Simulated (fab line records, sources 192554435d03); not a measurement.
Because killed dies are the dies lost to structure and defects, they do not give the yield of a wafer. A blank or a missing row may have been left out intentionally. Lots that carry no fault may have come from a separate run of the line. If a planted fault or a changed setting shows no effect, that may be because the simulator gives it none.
Split-lot experiment    flow n5Finfet    on a route of 1938 steps: 7 lots, 39 wafers read

ON THE SPLIT
At N5_PASSIVATION_PECVD_53 (deposits SiO2 from TEOS/O2, target thk 800 nm, time 169.4 s), the setting timeS was moved away from the recipe's 169.4 s on 12 of the 39 wafers read, by -39.9% to +27.9%. This setting was run at the recipe's value on the other wafers.

The reading comes from the split's own step.

THE READING
SiO2_of_PASSIVATION_PECVD_53.thkNm (the simulator's own value, which no gauge read), in nm, at N5_PASSIVATION_PECVD_53 (deposits SiO2 from TEOS/O2, target thk 800 nm, time 169.4 s). The file does not state a usual value for it. Average 797.7 nm, standard deviation 12 nm, over the 27 wafers here run with the recipe.

wafer   tool, chamber at the split  timeS as run, s  against the recipe  SiO2_of_PASSIVATION_PECVD_53.thkNm, nm  against lot-mates on the recipe
L075.1  pecvd-04, 1                 169.4            recipe              789                                     -
L075.4  pecvd-04, 0                 169.4            recipe              806.4                                   -
L075.5  pecvd-04, 1                 169.4            recipe              803.2                                   -
L077.1  pecvd-04, 1                 169.4            recipe              788.6                                   -
L077.2  pecvd-04, 0                 195.9            +15.6%              918.2                                   +115.3
L077.3  pecvd-04, 2                 195.9            +15.6%              923.6                                   +120.7
L077.4  pecvd-04, 0                 169.4            recipe              806.2                                   -
L077.5  pecvd-04, 2                 169.4            recipe              814                                     -
L077.6  pecvd-04, 1                 195.9            +15.6%              930.2                                   +127.3
L078.1  pecvd-01, 1                 169.4            recipe              803                                     -
L078.2  pecvd-01, 0                 169.4            recipe              807                                     -
L078.3  pecvd-01, 2                 216.7            +27.9%              1021                                    +211.8
L078.4  pecvd-01, 1                 216.7            +27.9%              1033                                    +223.8
L078.5  pecvd-01, 2                 169.4            recipe              817.6                                   -
L078.6  pecvd-01, 0                 216.7            +27.9%              1043                                    +233.8
L079.1  pecvd-03, 1                 169.4            recipe              782.6                                   -
L079.2  pecvd-03, 2                 169.4            recipe              782                                     -
L079.3  pecvd-03, 0                 169.4            recipe              790.2                                   -
L079.4  pecvd-03, 0                 169.4            recipe              799                                     -
L079.5  pecvd-03, 1                 169.4            recipe              807.8                                   -
L079.6  pecvd-03, 2                 169.4            recipe              791.2                                   -
L085.1  pecvd-03, 0                 101.8            -39.9%              473                                     -310.7
L085.2  pecvd-03, 2                 169.4            recipe              782.6                                   -
L085.3  pecvd-03, 1                 101.8            -39.9%              469.2                                   -314.5
L085.4  pecvd-03, 2                 169.4            recipe              778.4                                   -
L085.5  pecvd-03, 0                 169.4            recipe              790                                     -
L085.6  pecvd-03, 1                 101.8            -39.9%              478.8                                   -304.9
L088.1  pecvd-03, 2                 169.4            recipe              781.4                                   -
L088.2  pecvd-03, 0                 169.4            recipe              786.8                                   -
L088.3  pecvd-03, 1                 199              +17.5%              935.8                                   +145.7
L088.4  pecvd-03, 1                 199              +17.5%              944.8                                   +154.7
L088.5  pecvd-03, 2                 199              +17.5%              938                                     +147.9
L088.6  pecvd-03, 0                 169.4            recipe              802                                     -
L091.1  pecvd-04, 2                 169.4            recipe              812.4                                   -
L091.2  pecvd-04, 0                 169.4            recipe              788.8                                   -
L091.3  pecvd-04, 1                 169.4            recipe              796.2                                   -
L091.4  pecvd-04, 0                 169.4            recipe              804.6                                   -
L091.5  pecvd-04, 2                 169.4            recipe              815.4                                   -
L091.6  pecvd-04, 1                 169.4            recipe              810.2                                   -

FIT RESULTS
A straight line over all 39 wafers: SiO2_of_PASSIVATION_PECVD_53.thkNm changes by +8.19 nm for each +1% of timeS; r = +1.00; the points scatter about the line by 11 nm.
The same after taking each lot's own level away (the mean of its wafers on the recipe; 39 wafers): +7.9 nm for each +1%; r = +1.00; scatter 8.7 nm.
According to that fit, moving timeS by its largest amount changes the reading by 3.2e+02 nm.
The lots' own levels span 783.67 to 809.20 nm, that is 2.2 times the standard deviation above.
The two slopes are in agreement: the lot-to-lot level therefore moves the slope only a little.
Check: -315 nm against its lot-mates is what the line predicts for one of the wafers moved furthest among these (-39.9%) when that wafer is left out of the fit. It came out at -311 nm against them.

THE FILE'S OWN FIT
SiO2_of_PASSIVATION_PECVD_53.thkNm changes by +7.91 nm for each +1% of timeS, r = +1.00.
